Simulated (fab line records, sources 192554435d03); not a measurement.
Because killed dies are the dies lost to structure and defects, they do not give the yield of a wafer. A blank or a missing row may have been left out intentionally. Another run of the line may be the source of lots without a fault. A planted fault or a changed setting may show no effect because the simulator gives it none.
Matching of chambers | flow n5 finfet | N5_BEOL_M15_ETCH_59 on rie diel-02 has 4 sister chambers
The step etches BARC in N2/H2, target depth 89 nm, overetch 26.7 nm, time 67.9 s. 8 wafers are shown with their chamber, then 7 later ones without.

== WAFERS PAIRED WITH THEIR CHAMBERS ==
wafer  | chamber | throttle valve pct (%) | showerhead plenum p Torr (Torr)
L150.1 | 0       | 18.14                  | 2.62
L150.2 | 3       | 18.11                  | 2.64
L150.3 | 2       | 17.44                  | 2.69
L153.1 | 2       | 17.47                  | 2.69
L153.3 | 1       | 18.30                  | 2.71
L153.6 | 0       | 18.16                  | 2.61
L157.1 | 3       | 18.16                  | 2.63
L157.2 | 1       | 18.29                  | 2.71

== WAFERS WITH NO CHAMBER GIVEN ==
wafer  | throttle valve pct (%) | showerhead plenum p Torr (Torr)
L157.5 | 18.30                  | 2.70
L161.1 | 18.16                  | 2.63
L161.2 | 18.18                  | 2.61
L161.5 | 18.20                  | 2.61
L166.1 | 17.49                  | 2.68
L166.4 | 18.34                  | 2.70
L166.5 | 18.19                  | 2.62

== EACH ONE'S CHAMBER ==
wafer  | from the rows above     | in truth
L157.5 | 1                       | 1
L161.1 | can't be placed: 3 or 0 | 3
L161.2 | 0                       | 0
L161.5 | 0                       | 0
L166.1 | 2                       | 2
L166.4 | 1                       | 1
L166.5 | can't be placed: 0 or 3 | 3
Placed correctly: 5 of 7. Not placeable from these rows: 2 (in 2, the candidates include the true chamber). Number placed wrongly: 0.
How it was worked out, from the rows above alone: a wafer's distance from a chamber is the root of the sum, over the readings, of the square of ((its reading less the chamber's mean) divided by the reading's scatter). The wafer belongs to the nearest chamber; if the next one is less than 2 further off, it can't be placed. The mean given for a chamber averages the wafers shown for that chamber. How the scatter is found: for the shown wafers, subtract from each reading the mean of its chamber, square and add these, divide the total by (wafers less chambers), then take the root.
